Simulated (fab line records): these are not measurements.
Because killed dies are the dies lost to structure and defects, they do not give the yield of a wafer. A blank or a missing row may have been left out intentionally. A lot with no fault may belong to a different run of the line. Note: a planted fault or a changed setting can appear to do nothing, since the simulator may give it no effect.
fab line records    flow nand_harc
record lots=7  wafers=21  last_day=31
route steps=1302 shown A_STAIRCASE@886 A_SGD_CUT@890 END@1302
lots that met no fault: from a run of the same line without faults
start_h: hours from the record's first day to the start of the lot's first wafer shown    wait_h: hours elapsed since this lot's preceding step    " as in the row above    L1.1+2: several wafers, shown together as one row    - no value, or no start given    * or withheld: withheld    < > ~ a bound
route shown NAME@n: names a module that has steps shown in the file, with the first one's number in the route    usual: average and standard deviation across the fault-free wafers    same: alike in all rows    chamber/n: place in a boat    sites: readings site by site    _std_site: standard deviation across them    _edge_site: outer sites' mean less inner sites'    radius_mm: for every site, how far away it sits from the centre of the wafer    mask NAME#n: copy n    behind: tool/chamber where the wafer was last shaped    hold: why the lot went on hold/how many hours it stayed there/how the hold came to an end    device: names the non-switching transistor (n, p or np)    end of line: the tests these same wafers got at the end of their route    a step without rows: its recipe alone    killed: at the first sort, the dies lost to defects and structure; wafer yield is something else    map: dies across one wafer; x = killed, . = not, _ = none there
set.NAME: setting as actually run; set.NAME@STEP: the setting as run at that earlier step    model.NAME: the simulator's own value behind a step, which no gauge read
lots at some steps of the route; a table a step, a row a wafer
services: from which hour (start_h, from the record's first day; less than 0 if before it) a tool's chamber was out of use, for how many hours, and why
## steps
# step NHARC_A_STAIRCASE_CMP_472
# recipe material=SiO2
# usual motor_current_A=11.5/0.74
lot.wafer  tool    chamber  start_h  wait_h  motor_current_A
L921.2     cmp-04  3        456.68   0.2     11.6
L921.3     "       1        "        "       11.8
L921.6     "       2        "        "       11.0
L920.2     cmp-04  0        457.46   0.3     11.4
L920.4     "       1        "        "       12.4
L920.3     "       2        "        "       11.2
L929.1     cmp-04  3        536.80   0.3     11.5
L929.2     "       0        "        "       10.9
L929.6     "       1        "        "       13.0
L928.3     cmp-04  2        540.35   0.2     11.5
L928.4     "       3        "        "       12.0
L928.5     "       3        "        "       11.4
L931.3     cmp-04  3        558.67   0.2     11.9
L931.2     "       1        "        "       12.6
L931.4     "       2        "        "       10.5
L934.2     cmp-04  1        595.95   0.2     12.6
L934.3     "       0        "        "       11.8
L934.6     "       1        "        "       11.7
L937.1     cmp-02  1        623.76   0.3     11.1
L937.3     "       2        "        "       10.8
L937.5     "       0        "        "       12.8
# step NHARC_A_STAIRCASE_SRD_474
# step NHARC_A_STAIRCASE_INSPECT_155
# usual raw_defect_count=422/150
lot.wafer  tool               chamber  start_h  wait_h  raw_defect_count
L921.2     defect_inspect-01  -        457.00   0.1     448
L921.3     "                  -        "        "       337
L921.6     "                  -        "        "       388
L920.2     defect_inspect-01  -        457.80   0.1     529
L920.3     "                  -        "        "       340
L920.4     "                  -        "        "       391
L929.1     defect_inspect-01  -        537.09   0.1     273
L929.2     "                  -        "        "       251
L929.6     "                  -        "        "       286
L928.3     defect_inspect-02  -        540.69   0.1     387
L928.4     "                  -        "        "       295
L928.5     "                  -        "        "       490
L931.2     defect_inspect-01  -        559.03   0.1     389
L931.3     "                  -        "        "       501
L931.4     "                  -        "        "       464
L934.2     defect_inspect-01  -        596.29   0.1     398
L934.3     "                  -        "        "       271
L934.6     "                  -        "        "       334
L937.1     defect_inspect-02  -        624.09   0.1     360
L937.3     "                  -        "        "       350
L937.5     "                  -        "        "       322
# step NHARC_A_SGD_CUT_DEP_00
# recipe target_thk_a=500  temp_c=400  target_thk_nm=50  flow_sccm=200  rf_w=450  material=SiNx
# usual heater_power_w=706/100
lot.wafer  tool      chamber  start_h  wait_h  heater_power_w
L921.3     pecvd-02  2        457.10   0.1     590
L921.2     "         0        "        "       663
L921.6     "         2        "        "       610
L920.2     pecvd-02  1        457.87   0.1     775
L920.3     "         0        "        "       652
L920.4     "         2        "        "       698
L929.1     pecvd-04  1        537.19   0.1     756
L929.2     "         2        "        "       785
L929.6     "         0        "        "       576
L928.3     pecvd-03  2        540.76   0.1     789
L928.5     "         2        "        "       789
L928.4     "         1        "        "       926
L931.2     pecvd-04  1        559.09   0.1     790
L931.3     "         2        "        "       755
L931.4     "         0        "        "       577
L934.2     pecvd-03  0        596.37   0.1     619
L934.3     "         1        "        "       791
L934.6     "         2        "        "       688
L937.1     pecvd-03  2        624.15   0.1     690
L937.3     "         1        "        "       850
L937.5     "         2        "        "       711
# step NHARC_A_SGD_CUT_DEHYDRATE_01
# recipe temp_c=150  time_s=120
# step NHARC_A_SGD_CUT_HMDS_02
# recipe time_s=30
# step NHARC_A_SGD_CUT_COAT_56
# recipe temp_c=260  time_s=75
# step NHARC_A_SGD_CUT_COAT_57
# recipe temp_c=225  time_s=65
# step NHARC_A_SGD_CUT_COAT_03
# recipe spin_rpm=1500  resist_thk_nm=90
# step NHARC_A_SGD_CUT_SOFTBAKE_04
# recipe temp_c=105  time_s=55
# step NHARC_A_SGD_CUT_EBR_05
# step NHARC_A_SGD_CUT_EXPOSE_06
# recipe na=1.35  dose_mj=85.59  mask_id=SGD
lot.wafer   tool             chamber  start_h  wait_h  mask   model.A_SGD_CUT.overlay_x_nm
L921.2+3+6  arfi_scanner-01  0        457.65   -       SGD#0  -1.831
L920.2+3+4  arfi_scanner-02  0        458.45   -       SGD#0  0.8178
L929.1+2+6  arfi_scanner-02  0        537.75   -       SGD#0  4.303
L928.3+4+5  arfi_scanner-02  0        541.22   -       SGD#0  5.432
L931.2+3+4  arfi_scanner-02  0        559.68   -       SGD#0  4.15
L934.2+3+6  arfi_scanner-03  0        596.83   -       SGD#0  0.7716
L937.1+3+5  arfi_scanner-03  0        624.61   -       SGD#0  -1.535
# step NHARC_A_SGD_CUT_PEB_07
# recipe peb_temp_c=100  peb_time_s=65
# step NHARC_A_SGD_CUT_DEVELOP_08
# recipe develop_time_s=35  dev_temp_c=23
# step NHARC_A_SGD_CUT_CD_MEAS_09
# recipe target_cd_nm=100  landing_energy_ev=500
# usual cd_nm=100.2/0.67
lot.wafer  tool       chamber  start_h  wait_h  cd_nm
L921.2     cd_sem-02  0        457.79   -       100.6
L921.3     "          0        "        "       100.2
L921.6     "          0        "        "       100.2
L920.2     cd_sem-02  0        458.59   -       99.3
L920.3     "          0        "        "       99.6
L920.4     "          0        "        "       99.8
L929.1     cd_sem-02  0        537.89   -       99.5
L929.2     "          0        "        "       100.1
L929.6     "          0        "        "       100.6
L928.3     cd_sem-03  0        541.36   -       100.7
L928.4     "          0        "        "       99.7
L928.5     "          0        "        "       101.1
L931.2     cd_sem-02  0        559.82   -       100.1
L931.3     "          0        "        "       99.4
L931.4     "          0        "        "       101.6
L934.2     cd_sem-02  0        596.97   -       100.3
L934.3     "          0        "        "       100.3
L934.6     "          0        "        "       100.5
L937.1     cd_sem-01  0        624.75   -       100.2
L937.3     "          0        "        "       99.0
L937.5     "          0        "        "       101.7
# step NHARC_A_SGD_CUT_OVL_MEAS_10
# usual overlay_x_nm=-0.1/0.8  overlay_y_nm=0.0/0.85
lot.wafer  tool        chamber  start_h  wait_h  overlay_x_nm  overlay_y_nm
L921.2     overlay-02  -        457.88   -       -1.9          1.6
L921.3     "           -        "        "       -1.5          1.4
L921.6     "           -        "        "       -2.2          1.2
L920.2     overlay-01  -        458.68   -       0.6           -1.4
L920.3     "           -        "        "       1.2           -1.5
L920.4     "           -        "        "       1.1           -1.1
L929.1     overlay-01  -        537.98   -       4.3           -0.7
L929.2     "           -        "        "       3.9           -0.7
L929.6     "           -        "        "       4.7           -0.1
L928.3     overlay-01  -        541.44   -       5.6           1.2
L928.4     "           -        "        "       5.0           1.3
L928.5     "           -        "        "       5.0           0.9
L931.2     overlay-01  -        559.92   -       4.4           -0.5
L931.3     "           -        "        "       4.1           0.3
L931.4     "           -        "        "       3.6           0.4
L934.2     overlay-02  -        597.06   -       1.0           -0.3
L934.3     "           -        "        "       0.8           -0.2
L934.6     "           -        "        "       0.5           -0.1
L937.1     overlay-02  -        624.84   -       -1.8          -0.5
L937.3     "           -        "        "       -1.3          -0.9
L937.5     "           -        "        "       -1.3          -0.9
# step NHARC_A_SGD_CUT_INSPECT_11
# usual raw_defect_count=53/28
lot.wafer  tool               chamber  start_h  wait_h  raw_defect_count
L921.2     defect_inspect-01  -        457.91   0.0     67
L921.3     "                  -        "        "       71
L921.6     "                  -        "        "       68
L920.2     defect_inspect-01  -        458.71   0.0     68
L920.3     "                  -        "        "       52
L920.4     "                  -        "        "       57
L929.1     defect_inspect-02  -        538.01   0.0     38
L929.2     "                  -        "        "       25
L929.6     "                  -        "        "       41
L928.3     defect_inspect-02  -        541.48   0.0     47
L928.4     "                  -        "        "       68
L928.5     "                  -        "        "       63
L931.2     defect_inspect-01  -        559.95   0.0     17
L931.3     "                  -        "        "       13
L931.4     "                  -        "        "       14
L934.2     defect_inspect-02  -        597.09   0.0     24
L934.3     "                  -        "        "       18
L934.6     "                  -        "        "       14
L937.1     defect_inspect-02  -        624.87   0.0     106
L937.3     "                  -        "        "       110
L937.5     "                  -        "        "       97
# step NHARC_END_SORT_01
# recipe temp_c=25
# usual killed_at_array=46/15  killed_at_other=1.0/1.3  killed_at_periphery=4/3  killed_dies=51/15  killed_open=3.2/1.8  killed_short=2.5/1.5
# same gross_dies=677
lot.wafer  tool       chamber  start_h  wait_h  killed_at_array  killed_at_other  killed_at_periphery  killed_dies  killed_open  killed_short
L920.2     prober-01  0        617.31   2.8     44               0                7                    51           2            4
L920.3     prober-01  0        618.11   3.1     41               0                8                    49           2            1
L920.4     prober-01  0        618.91   3.4     67               0                1                    68           1            3
L937.1     prober-02  0        747.53   2.5     44               1                0                    45           0            1
L937.3     prober-02  0        749.13   3.1     60               1                0                    61           3            1
L937.5     prober-02  0        750.73   3.7     67               0                3                    70           4            2
# killed by level:class
L920.2 A_CHANNEL_HOLE_D2:chamber_film_flake=16 A_SLIT:chamber_film_flake=14 A_STAIRCASE:chamber_film_flake=4 A_CONTACT:chamber_film_flake=4 P_M1:chamber_film_flake=3 P_GATE:chamber_film_flake=3 P_M1:geometric_particle:short=1 A_DECK1_JOINT:geometric_particle:short=1
L920.3 A_SLIT:chamber_film_flake=18 A_CHANNEL_HOLE_D2:chamber_film_flake=12 A_CONTACT:chamber_film_flake=5 P_GATE:chamber_film_flake=4 A_CHANNEL_HOLE_D1:chamber_film_flake=3 P_M1:chamber_film_flake=2 A_STAIRCASE:chamber_film_flake=2 P_CONTACT:geometric_particle:open=1
L920.4 A_CHANNEL_HOLE_D2:chamber_film_flake=35 A_SLIT:chamber_film_flake=21 A_CONTACT:chamber_film_flake=7 A_ONON_D1:geometric_particle:short=1 A_CHANNEL_FILL_D1:geometric_particle:short=1 A_DECK1_JOINT:geometric_particle:short=1 A_BLC:geometric_particle:open=1 P_GATE:chamber_film_flake=1
L937.1 A_CHANNEL_HOLE_D2:chamber_film_flake=22 A_CHANNEL_HOLE_D1:chamber_film_flake=15 A_SLIT:chamber_film_flake=2 A_CONTACT:chamber_film_flake=2 STARTING-WAFER:geometric_particle:short=1 A_CHANNEL_FILL_D1:chamber_film_flake=1 A_STAIRCASE:chamber_film_flake=1 A_WL_FILL:chamber_film_flake=1
L937.3 A_CHANNEL_HOLE_D1:chamber_film_flake=33 A_CHANNEL_HOLE_D2:chamber_film_flake=16 A_STAIRCASE:chamber_film_flake=3 A_SLIT:chamber_film_flake=3 A_DECK1_JOINT:geometric_particle:open=1 A_SGD_CUT:geometric_particle:open=1 A_SGD_CUT:geometric_particle:short=1 A_WL_FILL:geometric_particle:open=1
L937.5 A_CHANNEL_HOLE_D1:chamber_film_flake=26 A_CHANNEL_HOLE_D2:chamber_film_flake=26 A_STAIRCASE:chamber_film_flake=3 A_CONTACT:chamber_film_flake=3 A_SLIT:chamber_film_flake=2 P_M2:geometric_particle:open=1 A_ONON_D1:geometric_particle:short=1 A_CHANNEL_HOLE_D1:geometric_particle:open=1
## services
tool             chamber  start_h  hours  kind
arfi_scanner-03  -        446.36   0.7    repair
pecvd-04         -        450.19   13.0   pm
arfi_scanner-01  -        450.43   0.5    repair
pecvd-03         1        453.37   23.3   repair
arfi_scanner-03  -        461.88   0.3    repair
arfi_scanner-03  -        464.74   0.6    repair
cmp-04           -        466.37   1.7    repair
arfi_scanner-02  -        471.73   0.9    repair
arfi_scanner-03  -        472.85   4.0    pm
arfi_scanner-02  -        484.00   4.0    pm
pecvd-03         2        500.16   6.9    repair
cmp-04           -        503.06   4.0    pm
arfi_scanner-03  -        506.33   1.7    repair
cmp-02           -        526.64   4.0    pm
arfi_scanner-01  -        543.15   113.2  repair
pecvd-03         -        547.00   13.0   pm
cmp-04           -        552.14   1.0    repair
arfi_scanner-02  -        556.79   0.8    repair
cmp-02           -        567.11   0.3    repair
arfi_scanner-03  -        568.05   0.4    repair
cmp-02           -        578.67   12.9   repair
pecvd-02         -        589.80   13.0   pm
cmp-04           -        594.15   0.4    repair
cmp-04           -        601.18   4.0    pm
## key
first_sign step=NHARC_A_SGD_CUT_OVL_MEAS_10  reading=overlay_x_nm  direction=up  sigmas=5.8  usual=-0.1  struck=4.5
effect none on later readings
model_effect step=NHARC_A_SGD_CUT_EXPOSE_06  value=A_SGD_CUT.overlay_x_nm  without=0.1462  struck=4.628
met_at NHARC_A_SGD_CUT_EXPOSE_06
struck_wafers L928.3,L928.4,L928.5,L929.1,L929.2,L929.6,L931.2,L931.3,L931.4
tester_left_out L928,L929,L931
onset_between 458.45 537.75
fault kind=scanner_matching_overlay  tool=arfi_scanner-02  chamber=-  onset_h=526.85  steps=NHARC_A_SGD_CUT_EXPOSE_06  offset=4.4821
# tester_left_out: of these lots the tester's yield and bins aren't shown, on N5 and GAA mostly nor the transistor test; their killed dies are dies lost to structure and defects alone, not to doping, threshold or leakage, so they don't give the yield
